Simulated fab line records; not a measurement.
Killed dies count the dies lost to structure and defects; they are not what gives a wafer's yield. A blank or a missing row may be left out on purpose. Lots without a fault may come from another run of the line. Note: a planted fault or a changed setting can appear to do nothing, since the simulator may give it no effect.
The tool behind it: which one?    flow n5Finfet    10 lots, 30 wafers sampled, at 5 steps of a route of 1938

## WHAT EACH GAUGE READ, for each wafer
N5_BEOL_M4_CD_MEAS_35: target cd 18 nm, target cd y 22.4 nm.
lot   measured      on        cdNm (nm)
L326  day 8 14:45   cdSem-03  18.2 18.2 18.3
L331  day 10 13:03  cdSem-03  18.3 18.0 18.6
L330  day 10 17:53  cdSem-03  17.8 18.1 18.2
L333  day 11 01:32  cdSem-01  18.1 18.0 17.8
L335  day 11 04:27  cdSem-01  18.1 17.7 18.1
L336  day 11 16:39  cdSem-03  18.0 18.6 18.5
L344  day 14 14:47  cdSem-02  17.8 18.4 18.7
L345  day 14 14:56  cdSem-01  18.2 17.4 17.6
L346  day 14 21:39  cdSem-03  18.3 18.1 18.5
L347  day 15 00:37  cdSem-01  17.8 17.7 17.9

N5_BEOL_M4_RC_MEAS_101.
lot   measured      on         DIBL_N (mV/V)   DIBL_P (mV/V)   IOFF_N (nA/um)     IOFF_P (nA/um)  ION_N (uA/um)  ION_P (uA/um)  SS_N (mV/dec)   SS_P (mV/dec)   VT_N (mV)    VT_P (mV)
L326  day 8 23:17   prober-02  32.9 34.7 35.1  32.2 34.7 35.1  0.110 0.137 0.147  0.18 0.21 0.22  663 678 680    462 472 464    69.8 70.9 71.3  72.5 72.8 72.7  255 250 252  -249 -248 -249
L331  day 10 21:08  prober-01  35.0 34.8 35.4  34.1 33.8 34.2  0.118 0.119 0.134  0.16 0.15 0.16  657 654 675    451 450 453    71.6 71.5 71.7  72.6 72.9 72.6  257 255 253  -256 -261 -255
L330  day 11 01:00  prober-01  34.3 35.9 33.5  35.1 36.5 34.4  0.135 0.155 0.131  0.20 0.23 0.20  681 691 668    467 467 469    71.2 71.6 71.2  73.2 73.7 72.3  254 251 252  -248 -246 -250
L333  day 11 08:31  prober-02  35.2 36.0 34.7  34.4 35.8 34.0  0.143 0.156 0.136  0.19 0.21 0.19  676 678 671    462 466 462    71.2 72.0 71.2  73.3 74.1 73.2  252 249 251  -253 -250 -253
L335  day 11 10:08  prober-01  34.9 35.5 34.3  33.6 35.2 33.2  0.126 0.131 0.118  0.17 0.18 0.16  671 661 664    460 459 454    71.2 70.9 70.7  72.4 73.8 72.8  255 254 254  -254 -254 -256
L336  day 11 23:14  prober-02  36.7 38.4 38.0  36.5 37.9 37.9  0.161 0.194 0.191  0.26 0.30 0.30  684 687 692    474 478 478    71.2 72.3 71.5  73.9 73.7 73.6  250 246 248  -244 -242 -239
L344  day 14 18:48  prober-01  34.3 37.4 36.3  33.8 38.1 36.9  0.121 0.175 0.154  0.19 0.26 0.23  656 675 674    450 472 472    71.3 71.4 71.2  72.6 73.6 72.7  253 249 251  -251 -247 -250
L345  day 14 19:01  prober-02  38.4 33.5 35.1  38.9 34.8 36.8  0.223 0.133 0.157  0.25 0.19 0.21  674 675 681    451 461 466    72.7 70.7 70.6  74.1 72.9 73.5  250 252 248  -248 -248 -252
L346  day 15 03:55  prober-01  37.5 35.5 36.4  36.4 34.0 35.6  0.162 0.135 0.157  0.26 0.23 0.25  673 673 677    469 466 476    71.4 71.0 71.7  73.5 73.5 74.0  252 251 250  -244 -247 -243
L347  day 15 04:52  prober-01  35.0 34.8 35.2  35.3 36.6 35.1  0.138 0.135 0.132  0.21 0.23 0.21  667 661 677    463 462 474    71.1 71.2 71.0  73.1 73.1 73.1  249 249 249  -248 -247 -248

## EACH LOT AND THE TOOL THAT RAN IT (in order: tool; ch and the chambers of the sampled wafers; start)
lot   N5_BEOL_M4_TRENCH_ETCH_37                     N5_BEOL_M4_SURFACE_TREAT_85  N5_BEOL_M4_CVD_47
L326  rieDiel-05 ch 0,1,2, day 8 14:45 or earlier   pvdSputter-02, day 8 15:28   cvdCo-01 ch 0,1, day 8 15:32
L331  rieDiel-04 ch 0,2,3, day 10 13:03 or earlier  pvdSputter-03, day 10 13:53  cvdCo-02 ch 0,2, day 10 14:11
L330  rieDiel-06 ch 1,3, day 10 17:53 or earlier    pvdSputter-02, day 10 18:22  cvdCo-02 ch 0,1, day 10 18:25
L333  rieDiel-04 ch 1,3, day 11 01:32 or earlier    pvdSputter-02, day 11 02:10  cvdCo-02 ch 0,2, day 11 02:24
L335  rieDiel-06 ch 0,2, day 11 04:27 or earlier    pvdSputter-02, day 11 05:22  cvdCo-02 ch 0,1,2, day 11 05:25
L336  rieDiel-04 ch 0,1,2, day 11 16:39 or earlier  pvdSputter-02, day 11 19:57  cvdCo-02 ch 0,2, day 11 20:02
L344  rieDiel-04 ch 0,2,3, day 14 14:47 or earlier  pvdSputter-03, day 14 15:35  cvdCo-02 ch 0,1,2, day 14 15:43
L345  rieDiel-06 ch 1,3, day 14 14:56 or earlier    pvdSputter-02, day 14 15:43  cvdCo-02 ch 0,1,2, day 14 15:51
L346  rieDiel-04 ch 2,3, day 14 21:39 or earlier    pvdSputter-03, day 14 22:16  cvdCo-02 ch 0,1,2, day 14 22:35
L347  rieDiel-04 ch 1,2,3, day 15 00:37 or earlier  pvdSputter-02, day 15 01:33  cvdCo-02 ch 0,1,2, day 15 01:38
- N5_BEOL_M4_TRENCH_ETCH_37: etches SiOC in C4F6/O2, target depth 55.555 nm, time 29.2 s.
- N5_BEOL_M4_SURFACE_TREAT_85
- N5_BEOL_M4_CVD_47: deposits Co from CCTBA/H2, target thk 3 nm, time 223.8 s.

## AS READ BY THE TOOLS THEMSELVES (means over the sampled wafers that have a number; for cases with no such wafer, the mark the record gives instead)
N5_BEOL_M4_TRENCH_ETCH_37.
lot   tool        drypumpMotorCurrentA (A)  oesProductAu (a.u.)  rfVppV (V)  showerheadPlenumPTorr (Torr)  throttleValvePct (%)
L326  rieDiel-05  5.85                      0.84                 662         2.88                          20.61
L331  rieDiel-04  5.65                      0.73                 676         2.84                          21.03
L330  rieDiel-06  5.38                      0.91                 661         2.88                          20.50
L333  rieDiel-04  6.04                      0.90                 674         2.93                          20.78
L335  rieDiel-06  5.71                      0.84                 680         3.02                          20.70
L336  rieDiel-04  5.65                      0.85                 665         2.80                          20.87
L344  rieDiel-04  5.63                      0.90                 679         2.94                          20.81
L345  rieDiel-06  5.50                      0.82                 669         2.81                          20.66
L346  rieDiel-04  5.64                      0.92                 676         3.02                          20.95
L347  rieDiel-04  5.86                      0.89                 676         2.97                          20.88

N5_BEOL_M4_CVD_47.
lot   tool      chamberPressureTorr (Torr)  runLengthS (s)
L326  cvdCo-01  30.02                       246.7
L331  cvdCo-02  30.07                       247.4
L330  cvdCo-02  29.94                       247.2
L333  cvdCo-02  30.00                       208.7
L335  cvdCo-02  30.03                       208.6
L336  cvdCo-02  29.99                       208.5
L344  cvdCo-02  29.97                       246.9
L345  cvdCo-02  29.98                       246.8
L346  cvdCo-02  29.96                       247.0
L347  cvdCo-02  30.01                       246.9

## THE ANSWER, worked out from the rows above alone
Rule: usual is defined by the lots themselves. Put in order of their means at a reading, lots are off if they are a third of the lots or fewer, leave a main group of 4 or more, and stand apart from it by a gap of 3 or more times the standard deviation of the main group's means; of several such gaps the widest counts. The tables above print the reading to a certain number of digits; a main group whose means all agree to those digits is not used. A lot without any number at a reading at which 4 lots or more have one is off too. Where the step has rows for the other lots, those lots are counted as sound. After the gauges, taken in route order, come the tools' own readings; for these a lot's mean is taken, as printed above. The first step at which some lot is off is used, and at that step the reading that is off furthest; a lot without a number counts as furthest.
Off, at N5_BEOL_M4_CVD_47 on runLengthS: L333, L335, L336. For the main group the mean is 247.0 s and the standard deviation 0.22.
A tool fits if, at that step or a process step before it, it ran every lot that is off, and no sound lot after the first of them. N5_BEOL_M4_TRENCH_ETCH_37 gives no start for some lots, so the hours and the order of its lots are those of N5_BEOL_M4_CD_MEAS_35. No candidate that was tried fits.

## WHAT HAD BEEN PUT IN BY THE SIMULATOR
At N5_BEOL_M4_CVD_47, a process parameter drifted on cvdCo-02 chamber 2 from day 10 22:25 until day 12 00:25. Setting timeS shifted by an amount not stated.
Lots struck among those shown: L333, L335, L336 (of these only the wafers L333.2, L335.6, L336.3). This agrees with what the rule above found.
